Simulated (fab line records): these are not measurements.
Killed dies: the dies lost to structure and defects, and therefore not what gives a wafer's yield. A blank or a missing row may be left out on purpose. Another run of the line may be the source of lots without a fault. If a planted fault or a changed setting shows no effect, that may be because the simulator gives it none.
fab line records + flow nand_harc + part 2 of 2: steps 5 to 6 of 6
[record]
- lots = 22
- wafers = 66
- last_day = 25
route steps=1159 shown A_STAIRCASE@594
lots untouched by any fault: they come from a run of this same line in which no faults occurred
start_h: hours from the record's first day to the start of the lot's first wafer shown + wait_h: hours elapsed since this lot's preceding step + " unchanged from the row above + L1.1+2: a single row standing in for several wafers + - value missing, or start not given + * or withheld: withheld + < > ~ a bound
route shown NAME@n: names a module that has steps shown in the file, with the first one's number in the route + usual: mean/standard deviation taken from wafers without a fault + same: alike in all rows + chamber/n: place in a boat + sites: per-site readings + _std_site: how widely they spread, as a standard deviation + _edge_site: mean of outer sites minus mean of inner sites + radius_mm: for every site, how far away it sits from the centre of the wafer + mask NAME#n: copy n + behind: the last tool/chamber to shape the wafer + hold: cause of the lot's hold/its duration in hours/its outcome + device: the transistor (n, p or np) that didn't switch + end of line: the route-end tests of the same wafers + for a step that has no rows: nothing shown but its recipe + killed: count of dies lost to structure and defects at first sort (not the wafer's yield) + map: shows each die of a wafer: x if killed, . if not, _ if none is there
set.NAME: the run value of the setting; set.NAME@STEP: its run value at that earlier step + model.NAME: the simulator's own value behind a step, which no gauge read
one table for each step of the route and one row for each wafer, over a sample of lots
services: from which hour (start_h, from the record's first day; less than 0 if before it) a tool's chamber was out of use, for how many hours, and why
[[steps]]
[step NHARC_A_STAIRCASE_DESCUM_291]
[recipe]
- time_s = 3
- o2_flow_sccm = 200
- ar_flow_sccm = 0
- bias_power_w = 0
- chemistry = O2
[usual]
- drypump_motor_current_A = 5.75/0.29
- oes_product_au = 1.003/0.012
- rf_vpp_V = 57.7/0.88
- showerhead_plenum_p_Torr = 1.89/0.079
- throttle_valve_pct = 11.311/0.0094
[same]
- bias_power_w = 0
- time_s = 3
| lot.wafer | tool        | chamber | start_h | wait_h | drypump_motor_current_A | oes_product_au | rf_hours_counter_h | rf_vpp_V | showerhead_plenum_p_Torr | throttle_valve_pct |
|-----------|-------------|---------|---------|--------|-------------------------|----------------|--------------------|----------|--------------------------|--------------------|
| L075.4    | rie_diel-07 | 3       | 260.39  | -      | 6.18                    | 1.007          | 9                  | 57.6     | 2.01                     | 11.312             |
| L075.1    | "           | 2       | "       | "      | 5.95                    | 1.013          | 8                  | 57.1     | 1.92                     | 11.305             |
| L075.6    | "           | 0       | "       | "      | 5.55                    | 1.002          | -                  | 58.5     | 1.98                     | 11.319             |
| L074.1    | rie_diel-07 | 1       | 263.60  | -      | 5.66                    | 1.024          | 10                 | 58.2     | 1.96                     | 11.310             |
| L074.2    | "           | 3       | "       | "      | 6.19                    | 1.006          | 10                 | 58.1     | 2.01                     | 11.300             |
| L074.5    | "           | 0       | "       | "      | 5.50                    | 0.993          | -                  | 57.4     | 1.98                     | 11.312             |
| L076.4    | rie_diel-01 | 1       | 264.35  | -      | 5.39                    | 1.011          | 38                 | 58.0     | 1.80                     | 11.314             |
| L076.3    | "           | 2       | "       | "      | 5.70                    | 0.999          | 45                 | 57.7     | 1.77                     | 11.298             |
| L076.5    | "           | 1       | "       | "      | 5.37                    | 1.006          | -                  | 57.5     | 1.80                     | 11.314             |
| L077.4    | rie_diel-02 | 2       | 267.56  | -      | 5.76                    | 0.998          | 37                 | 58.0     | 1.94                     | 11.321             |
| L077.6    | "           | 0       | "       | "      | 6.01                    | 1.002          | -                  | 57.7     | 1.84                     | 11.315             |
| L077.5    | "           | 1       | "       | "      | 6.20                    | 1.005          | -                  | 56.1     | 1.90                     | 11.307             |
| L079.4    | rie_diel-02 | 1       | 277.56  | -      | 6.19                    | 1.000          | 42                 | 58.4     | 1.90                     | 11.301             |
| L079.1    | "           | 2       | "       | "      | 5.76                    | 0.993          | 42                 | 58.0     | 1.94                     | 11.308             |
| L079.5    | "           | 3       | "       | "      | 5.26                    | 0.994          | -                  | 57.5     | 1.88                     | 11.326             |
| L078.3    | rie_diel-07 | 2       | 278.55  | -      | 5.93                    | 1.011          | 15                 | 60.5     | 1.91                     | 11.297             |
| L078.1    | "           | 3       | "       | "      | 6.18                    | 1.005          | 15                 | 58.8     | 2.01                     | 11.316             |
| L078.4    | "           | 0       | "       | "      | 5.54                    | 0.989          | 16                 | 59.0     | 1.98                     | 11.314             |
| L081.1    | rie_diel-01 | 1       | 289.09  | -      | 5.39                    | 0.999          | 46                 | 56.1     | 1.80                     | 11.315             |
| L081.3    | "           | 2       | "       | "      | 5.71                    | 1.000          | 54                 | 55.3     | 1.77                     | 11.306             |
| L081.6    | "           | 2       | "       | "      | 5.74                    | 1.001          | -                  | 57.7     | 1.77                     | 11.301             |
| L080.3    | rie_diel-02 | 0       | 290.08  | -      | 6.01                    | 0.993          | 45                 | 57.0     | 1.83                     | 11.314             |
| L080.1    | "           | 1       | "       | "      | 6.16                    | 1.012          | 46                 | 57.9     | 1.90                     | 11.309             |
| L080.4    | "           | 3       | "       | "      | 5.29                    | 0.992          | 37                 | 55.8     | 1.88                     | 11.312             |
| L083.1    | rie_diel-07 | 2       | 308.34  | -      | 5.93                    | 1.012          | 24                 | 57.9     | 1.91                     | 11.297             |
| L083.2    | "           | 3       | "       | "      | 6.19                    | 0.998          | 26                 | 58.7     | 2.01                     | 11.315             |
| L083.4    | "           | 0       | "       | "      | 5.54                    | 0.997          | 27                 | 57.1     | 1.98                     | 11.317             |
| L082.1    | rie_diel-01 | 0       | 309.09  | -      | 5.66                    | 1.026          | 60                 | 58.3     | 1.92                     | 11.313             |
| L082.2    | "           | 1       | "       | "      | 5.43                    | 1.011          | 54                 | 57.6     | 1.80                     | 11.317             |
| L082.4    | "           | 2       | "       | "      | 5.70                    | 1.002          | 62                 | 57.3     | 1.76                     | 11.321             |
| L085.4    | rie_diel-01 | 1       | 309.52  | -      | 5.40                    | 1.014          | 54                 | 58.1     | 1.80                     | 11.301             |
| L085.1    | "           | 2       | "       | "      | 5.71                    | 1.013          | 62                 | 56.6     | 1.76                     | 11.316             |
| L085.5    | "           | 1       | "       | "      | 5.38                    | 1.004          | -                  | 58.4     | 1.80                     | 11.310             |
| L084.4    | rie_diel-02 | 0       | 310.26  | -      | 5.97                    | 1.004          | 52                 | 56.6     | 1.83                     | 11.303             |
| L084.5    | "           | 3       | "       | "      | 5.27                    | 0.996          | -                  | 57.5     | 1.88                     | 11.313             |
| L084.6    | "           | 0       | "       | "      | 5.99                    | 1.016          | -                  | 57.7     | 1.83                     | 11.311             |
| L086.3    | rie_diel-02 | 0       | 323.02  | -      | 6.00                    | 1.006          | 58                 | 56.5     | 1.83                     | 11.307             |
| L086.1    | "           | 2       | "       | "      | 5.78                    | 1.000          | 59                 | 57.4     | 1.93                     | 11.301             |
| L086.5    | "           | 1       | "       | "      | 6.20                    | 1.016          | -                  | 58.1     | 1.89                     | 11.315             |
| L087.1    | rie_diel-01 | 0       | 331.89  | -      | 5.68                    | 1.010          | 2                  | 57.2     | 1.92                     | 11.306             |
| L087.5    | "           | 0       | "       | "      | 5.67                    | 1.011          | -                  | 58.3     | 1.92                     | 11.307             |
| L087.6    | "           | 1       | "       | "      | 5.41                    | 1.000          | -                  | 57.7     | 1.79                     | 11.300             |
| L090.1    | rie_diel-01 | 0       | 353.30  | -      | 5.65                    | 1.015          | 10                 | 58.5     | 1.92                     | 11.311             |
| L090.3    | "           | 2       | "       | "      | 5.74                    | 1.029          | 11                 | 58.4     | 2.07                     | 11.318             |
| L090.6    | "           | 0       | "       | "      | 5.65                    | 1.007          | -                  | 57.3     | 1.92                     | 11.302             |
| L089.2    | rie_diel-07 | 1       | 355.94  | -      | 5.63                    | 1.019          | 45                 | 58.1     | 1.95                     | 11.302             |
| L089.1    | "           | 2       | "       | "      | 5.96                    | 1.009          | 44                 | 58.6     | 1.91                     | 11.308             |
| L089.6    | "           | 2       | "       | "      | 5.92                    | 1.012          | -                  | 57.0     | 1.91                     | 11.326             |
| L092.3    | rie_diel-02 | 2       | 360.26  | -      | 5.75                    | 0.979          | 10                 | 57.6     | 1.93                     | 11.322             |
| L092.2    | "           | 3       | "       | "      | 5.27                    | 0.983          | 9                  | 57.5     | 1.88                     | 11.327             |
| L092.1    | "           | 1       | "       | "      | 6.17                    | 1.008          | 12                 | 58.3     | 1.89                     | 11.299             |
| L093.3    | rie_diel-02 | 1       | 365.27  | -      | 6.18                    | 1.016          | 13                 | 56.2     | 1.89                     | 11.326             |
| L093.2    | "           | 2       | "       | "      | 5.74                    | 0.993          | 11                 | 58.4     | 1.93                     | 11.305             |
| L093.6    | "           | 1       | "       | "      | 6.19                    | 1.026          | -                  | 58.6     | 1.89                     | 11.314             |
| L094.2    | rie_diel-02 | 3       | 372.67  | -      | 5.29                    | 1.002          | 13                 | 56.0     | 1.87                     | 11.321             |
| L094.4    | "           | 2       | "       | "      | 5.76                    | 0.996          | 14                 | 57.7     | 1.92                     | 11.312             |
| L094.5    | "           | 0       | "       | "      | 6.02                    | 0.996          | -                  | 56.6     | 1.82                     | 11.295             |
| L097.4    | rie_diel-01 | 1       | 379.73  | -      | 5.35                    | 0.990          | 21                 | 58.0     | 1.79                     | 11.306             |
| L097.3    | "           | 2       | "       | "      | 5.73                    | 1.003          | 19                 | 58.7     | 2.07                     | 11.304             |
| L097.6    | "           | 1       | "       | "      | 5.37                    | 0.989          | -                  | 57.1     | 1.79                     | 11.305             |
| L095.3    | rie_diel-02 | 1       | 381.31  | -      | 6.17                    | 1.011          | 19                 | 56.9     | 1.89                     | 11.299             |
| L095.5    | "           | 0       | "       | "      | 6.01                    | 0.993          | -                  | 56.7     | 1.82                     | 11.318             |
| L095.6    | "           | 1       | "       | "      | 6.22                    | 1.014          | -                  | 58.0     | 1.89                     | 11.313             |
| L096.3    | rie_diel-01 | 1       | 384.69  | -      | 5.38                    | 0.987          | 23                 | 56.8     | 1.79                     | 11.336             |
| L096.2    | "           | 2       | "       | "      | 5.72                    | 1.015          | 22                 | 58.9     | 2.07                     | 11.328             |
| L096.1    | "           | 0       | "       | "      | 5.66                    | 0.991          | 26                 | 57.0     | 1.91                     | 11.315             |
[step NHARC_A_STAIRCASE_ETCH_292]
[recipe]
- cf4_flow_sccm = 100
- chf3_flow_sccm = 30
- ar_flow_sccm = 0
- rf_w = 500
- bias_w = 200
- chemistry = CF4/CHF3
[usual]
- drypump_motor_current_A = 5.76/0.29
- oes_product_au = 0.959/0.02
- rf_vpp_V = 369.9/2.3
- showerhead_plenum_p_Torr = 1.56/0.061
- throttle_valve_pct = 16.803/0.0095
| lot.wafer | tool        | chamber | start_h | wait_h | drypump_motor_current_A | oes_product_au | rf_hours_counter_h | rf_vpp_V | showerhead_plenum_p_Torr | throttle_valve_pct |
|-----------|-------------|---------|---------|--------|-------------------------|----------------|--------------------|----------|--------------------------|--------------------|
| L075.1    | rie_diel-07 | 2       | 260.53  | 0.1    | 5.98                    | 0.988          | 8                  | 369.0    | 1.58                     | 16.812             |
| L075.4    | "           | 1       | "       | "      | 5.63                    | 0.997          | 9                  | 371.3    | 1.61                     | 16.796             |
| L075.6    | "           | 2       | "       | "      | 5.93                    | 0.988          | -                  | 370.1    | 1.58                     | 16.817             |
| L074.2    | rie_diel-07 | 1       | 263.69  | 0.1    | 5.61                    | 0.950          | 10                 | 371.4    | 1.61                     | 16.815             |
| L074.1    | "           | 2       | "       | "      | 5.94                    | 0.939          | 9                  | 369.5    | 1.58                     | 16.792             |
| L074.5    | "           | 0       | "       | "      | 5.52                    | 0.924          | -                  | 372.8    | 1.63                     | 16.798             |
| L076.4    | rie_diel-01 | 0       | 264.46  | 0.1    | 5.66                    | 0.978          | 44                 | 369.0    | 1.59                     | 16.810             |
| L076.3    | "           | 1       | "       | "      | 5.41                    | 0.948          | 38                 | 368.1    | 1.49                     | 16.822             |
| L076.5    | "           | 2       | "       | "      | 5.70                    | 0.957          | -                  | 365.3    | 1.46                     | 16.815             |
| L077.4    | rie_diel-02 | 0       | 267.64  | 0.1    | 6.01                    | 0.972          | 39                 | 367.0    | 1.51                     | 16.810             |
| L077.5    | "           | 3       | "       | "      | 5.27                    | 0.983          | -                  | 367.8    | 1.55                     | 16.817             |
| L077.6    | "           | 0       | "       | "      | 6.03                    | 0.968          | -                  | 369.3    | 1.51                     | 16.797             |
| L079.4    | rie_diel-02 | 3       | 277.63  | 0.1    | 5.26                    | 0.957          | 33                 | 369.7    | 1.55                     | 16.802             |
| L079.1    | "           | 1       | "       | "      | 6.17                    | 0.982          | 42                 | 370.4    | 1.56                     | 16.815             |
| L079.5    | "           | 3       | "       | "      | 5.26                    | 0.956          | -                  | 370.6    | 1.55                     | 16.809             |
| L078.3    | rie_diel-07 | 3       | 278.63  | 0.1    | 6.18                    | 0.971          | 15                 | 373.0    | 1.65                     | 16.801             |
| L078.4    | "           | 0       | "       | "      | 5.52                    | 0.982          | 16                 | 372.1    | 1.63                     | 16.809             |
| L078.1    | "           | 2       | "       | "      | 5.92                    | 0.967          | 15                 | 371.4    | 1.57                     | 16.790             |
| L081.3    | rie_diel-01 | 1       | 289.18  | 0.1    | 5.36                    | 0.967          | 46                 | 367.6    | 1.49                     | 16.807             |
| L081.1    | "           | 0       | "       | "      | 5.67                    | 0.982          | 51                 | 371.4    | 1.58                     | 16.810             |
| L081.6    | "           | 0       | "       | "      | 5.66                    | 0.986          | -                  | 371.6    | 1.58                     | 16.785             |
| L080.1    | rie_diel-02 | 3       | 290.18  | 0.1    | 5.26                    | 0.950          | 37                 | 368.8    | 1.55                     | 16.793             |
| L080.3    | "           | 0       | "       | "      | 5.97                    | 0.949          | 45                 | 367.1    | 1.51                     | 16.806             |
| L080.4    | "           | 1       | "       | "      | 6.19                    | 0.950          | 46                 | 370.3    | 1.56                     | 16.808             |
| L083.1    | rie_diel-07 | 0       | 308.41  | 0.1    | 5.53                    | 0.976          | 27                 | 373.3    | 1.62                     | 16.809             |
| L083.4    | "           | 1       | "       | "      | 5.65                    | 0.974          | 25                 | 372.1    | 1.61                     | 16.816             |
| L083.2    | "           | 3       | "       | "      | 6.17                    | 0.984          | 26                 | 373.4    | 1.65                     | 16.806             |
| L082.1    | rie_diel-01 | 1       | 309.19  | 0.1    | 5.33                    | 0.969          | 54                 | 369.1    | 1.48                     | 16.795             |
| L082.2    | "           | 2       | "       | "      | 5.70                    | 0.971          | 62                 | 365.8    | 1.46                     | 16.786             |
| L082.4    | "           | 0       | "       | "      | 5.68                    | 0.957          | 60                 | 371.7    | 1.58                     | 16.806             |
| L085.4    | rie_diel-01 | 1       | 309.61  | 0.1    | 5.37                    | 0.969          | 54                 | 367.7    | 1.48                     | 16.799             |
| L085.1    | "           | 3       | "       | "      | 5.92                    | 0.976          | 55                 | 367.5    | 1.49                     | 16.807             |
| L085.5    | "           | 1       | "       | "      | 5.38                    | 0.963          | -                  | 368.1    | 1.48                     | 16.807             |
| L084.4    | rie_diel-02 | 0       | 310.39  | 0.1    | 5.98                    | 0.932          | 52                 | 368.6    | 1.51                     | 16.819             |
| L084.6    | "           | 0       | "       | "      | 5.99                    | 0.919          | -                  | 368.6    | 1.51                     | 16.814             |
| L084.5    | "           | 1       | "       | "      | 6.15                    | 0.928          | -                  | 369.5    | 1.56                     | 16.799             |
| L086.3    | rie_diel-02 | 0       | 323.11  | 0.1    | 6.00                    | 0.958          | 58                 | 370.9    | 1.51                     | 16.798             |
| L086.1    | "           | 3       | "       | "      | 5.25                    | 0.969          | 50                 | 369.5    | 1.55                     | 16.797             |
| L086.5    | "           | 1       | "       | "      | 6.15                    | 0.971          | -                  | 369.0    | 1.56                     | 16.809             |
| L087.1    | rie_diel-01 | 0       | 331.97  | 0.1    | 5.66                    | 0.965          | 2                  | 371.9    | 1.58                     | 16.816             |
| L087.6    | "           | 0       | "       | "      | 5.66                    | 0.973          | -                  | 370.0    | 1.58                     | 16.804             |
| L087.5    | "           | 1       | "       | "      | 5.39                    | 0.971          | -                  | 368.4    | 1.48                     | 16.806             |
| L090.1    | rie_diel-01 | 1       | 353.39  | 0.1    | 5.33                    | 0.963          | 11                 | 365.9    | 1.48                     | 16.800             |
| L090.3    | "           | 3       | "       | "      | 5.93                    | 0.985          | 10                 | 366.9    | 1.49                     | 16.809             |
| L090.6    | "           | 1       | "       | "      | 5.37                    | 0.962          | -                  | 367.9    | 1.48                     | 16.800             |
| L089.1    | rie_diel-07 | 3       | 356.03  | 0.1    | 6.18                    | 0.971          | 45                 | 373.3    | 1.64                     | 16.799             |
| L089.2    | "           | 1       | "       | "      | 5.67                    | 0.989          | 45                 | 371.7    | 1.60                     | 16.805             |
| L089.6    | "           | 2       | "       | "      | 5.93                    | 0.969          | -                  | 369.0    | 1.57                     | 16.803             |
| L092.3    | rie_diel-02 | 0       | 360.34  | 0.1    | 6.04                    | 0.969          | 11                 | 367.0    | 1.51                     | 16.795             |
| L092.1    | "           | 1       | "       | "      | 6.16                    | 0.977          | 12                 | 369.8    | 1.55                     | 16.821             |
| L092.2    | "           | 3       | "       | "      | 5.24                    | 0.950          | 9                  | 370.2    | 1.54                     | 16.801             |
| L093.3    | rie_diel-02 | 0       | 365.35  | 0.1    | 5.99                    | 0.910          | 12                 | 368.2    | 1.51                     | 16.800             |
| L093.2    | "           | 3       | "       | "      | 5.26                    | 0.923          | 10                 | 369.6    | 1.54                     | 16.805             |
| L093.6    | "           | 1       | "       | "      | 6.17                    | 0.946          | -                  | 371.2    | 1.55                     | 16.822             |
| L094.4    | rie_diel-02 | 2       | 372.85  | 0.2    | 5.74                    | 0.942          | 14                 | 371.0    | 1.58                     | 16.804             |
| L094.2    | "           | 1       | "       | "      | 6.17                    | 0.964          | 17                 | 370.4    | 1.55                     | 16.819             |
| L094.5    | "           | 3       | "       | "      | 5.25                    | 0.940          | -                  | 370.0    | 1.54                     | 16.803             |
| L097.4    | rie_diel-01 | 3       | 379.81  | 0.1    | 5.95                    | 0.931          | 21                 | 367.9    | 1.48                     | 16.801             |
| L097.3    | "           | 2       | "       | "      | 5.68                    | 0.927          | 19                 | 374.1    | 1.69                     | 16.794             |
| L097.6    | "           | 3       | "       | "      | 5.93                    | 0.940          | -                  | 367.1    | 1.48                     | 16.776             |
| L095.3    | rie_diel-02 | 3       | 381.44  | 0.1    | 5.28                    | 0.957          | 15                 | 369.6    | 1.54                     | 16.814             |
| L095.5    | "           | 3       | "       | "      | 5.28                    | 0.952          | -                  | 367.3    | 1.54                     | 16.802             |
| L095.6    | "           | 0       | "       | "      | 6.03                    | 0.947          | -                  | 367.7    | 1.50                     | 16.809             |
| L096.2    | rie_diel-01 | 2       | 384.82  | 0.1    | 5.68                    | 0.941          | 22                 | 373.7    | 1.69                     | 16.804             |
| L096.3    | "           | 0       | "       | "      | 5.66                    | 0.944          | 26                 | 369.7    | 1.57                     | 16.811             |
| L096.1    | "           | 1       | "       | "      | 5.32                    | 0.930          | 23                 | 367.5    | 1.48                     | 16.819             |
[[services]]
| tool        | chamber | start_h | hours | kind       |
|-------------|---------|---------|-------|------------|
| rie_diel-07 | -       | 228.20  | 9.0   | pm         |
| rie_diel-02 | 0       | 234.97  | -     | clean      |
| rie_diel-02 | 1       | 234.97  | -     | clean      |
| rie_diel-02 | 2       | 234.97  | -     | clean      |
| rie_diel-02 | 3       | 234.97  | -     | clean      |
| rie_diel-02 | 0       | 259.54  | -     | clean      |
| rie_diel-02 | 1       | 259.54  | -     | clean      |
| rie_diel-02 | 2       | 259.54  | -     | clean      |
| rie_diel-02 | 3       | 259.54  | -     | clean      |
| rie_diel-02 | 0       | 284.04  | -     | clean      |
| rie_diel-02 | 1       | 284.04  | -     | clean      |
| rie_diel-02 | 2       | 284.04  | -     | clean      |
| rie_diel-02 | 3       | 284.04  | -     | clean      |
| rie_diel-01 | 3       | 288.44  | 4.6   | repair     |
| rie_diel-02 | -       | 297.41  | 0.8   | repair     |
| rie_diel-02 | 0       | 308.58  | -     | clean      |
| rie_diel-02 | 1       | 308.58  | -     | clean      |
| rie_diel-02 | 2       | 308.58  | -     | clean      |
| rie_diel-02 | 3       | 308.58  | -     | clean      |
| rie_diel-01 | -       | 314.86  | 9.0   | pm         |
| rie_diel-02 | -       | 327.99  | 9.0   | pm         |
| rie_diel-02 | 0       | 327.99  | 9.0   | vent_cycle |
| rie_diel-02 | 1       | 327.99  | 9.0   | vent_cycle |
| rie_diel-07 | 0       | 347.99  | 10.7  | repair     |
